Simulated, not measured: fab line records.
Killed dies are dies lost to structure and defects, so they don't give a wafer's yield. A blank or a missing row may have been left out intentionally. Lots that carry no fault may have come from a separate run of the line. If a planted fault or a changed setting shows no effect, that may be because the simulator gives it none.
Matching of chambers -- flow n5-finfet -- N5_BEOL_M0_STRIP_140 on rie-diel-06: 4 sister chambers
The step strips in CF4. 7 wafers are shown with their chamber, then 6 later ones without.

## WAFERS WITH THEIR CHAMBER
wafer,chamber,drypump-motor-current-A (A),throttle-valve-pct (%)
L207.1,1,5.9,13.99
L207.3,3,4.8,13.79
L207.4,3,4.8,13.81
L210.5,2,4.7,13.51
L216.2,0,5.3,13.24
L216.4,1,5.9,14.02
L216.5,0,5.2,13.26

## WAFERS WHOSE CHAMBER IS MISSING
wafer,drypump-motor-current-A (A),throttle-valve-pct (%)
L220.1,5.2,13.28
L220.4,5.2,13.25
L220.6,4.7,13.51
L219.2,5.3,13.26
L219.4,4.8,13.86
L219.5,4.7,13.52

## THE CHAMBER EACH PASSED THROUGH
wafer,from the rows above,in truth
L220.1,0,0
L220.4,0,0
L220.6,2,2
L219.2,0,0
L219.4,3,3
L219.5,2,2
Correctly placed: 6 of 6. Not placeable from these rows: 0. Wrongly placed: 0.
How it was worked out, from the rows above alone: a wafer's distance from a chamber is the root of the sum, over the readings, of the square of ((its reading less the chamber's mean) divided by the reading's scatter). The wafer belongs to the nearest chamber; if the next one is less than 2 further off, it can't be placed. Each chamber's mean is taken over the wafers shown for it. How the scatter is found: for the shown wafers, subtract from each reading the mean of its chamber, square and add these, divide the total by (wafers less chambers), then take the root.
